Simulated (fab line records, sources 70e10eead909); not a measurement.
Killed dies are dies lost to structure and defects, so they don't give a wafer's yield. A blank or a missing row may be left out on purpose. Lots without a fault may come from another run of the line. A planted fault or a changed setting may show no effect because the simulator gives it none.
Chamber matching | flow nand_harc | NHARC_P_M1_CMP_23 on cmp-04: 4 sister chambers
The step polishes, t overpolish 20 s, target thk 157.82 nm. 8 wafers are shown with their chamber, then 11 later ones without.

WAFERS WITH THEIR CHAMBER
wafer  | chamber | motor_current_A (A) | time_to_endpoint_s (s)
L079.3 | 1       | 10.6                | 31.4
L081.2 | 1       | 10.0                | 34.4
L081.1 | 0       | 11.3                | 29.2
L081.3 | 2       | 13.5                | 37.4
L081.5 | 0       | 11.2                | 30.7
L084.5 | 3       | 13.3                | 27.3
L084.6 | 2       | 13.4                | 29.7
L086.1 | 3       | 13.3                | 27.0

WAFERS WITHOUT THEIR CHAMBER
wafer  | motor_current_A (A) | time_to_endpoint_s (s)
L086.3 | 10.2                | 31.0
L086.6 | 9.9                 | 30.4
L091.2 | 13.3                | 30.2
L091.5 | 11.7                | 26.8
L091.6 | 10.5                | 29.9
L095.3 | 13.0                | 32.2
L095.4 | 10.3                | 30.8
L095.5 | 13.0                | 30.2
L097.2 | 10.2                | 30.2
L097.4 | 11.3                | 28.0
L097.6 | 14.0                | 32.4

WHICH CHAMBER EACH WENT THROUGH
wafer  | from the rows above     | in truth
L086.3 | 1                       | 1
L086.6 | 1                       | 1
L091.2 | can't be placed: 3 or 2 | 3
L091.5 | 0                       | 0
L091.6 | 1                       | 1
L095.3 | can't be placed: 2 or 3 | 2
L095.4 | 1                       | 1
L095.5 | can't be placed: 3 or 2 | 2
L097.2 | 1                       | 1
L097.4 | 0                       | 0
L097.6 | can't be placed: 2 or 3 | 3
Placed correctly: 7 of 11. Can't be placed from these rows: 4 (the true chamber is among the candidates in 4). Placed wrongly: 0.
How it was worked out, from the rows above alone: a wafer's distance from a chamber is the root of the sum, over the readings, of the square of ((its reading less the chamber's mean) divided by the reading's scatter). The wafer belongs to the nearest chamber; if the next one is less than 2 further off, it can't be placed. A chamber's mean is the mean of its shown wafers. The scatter: the root of (the sum of the squares of (reading less its chamber's mean) over the shown wafers, divided by (wafers less chambers)).
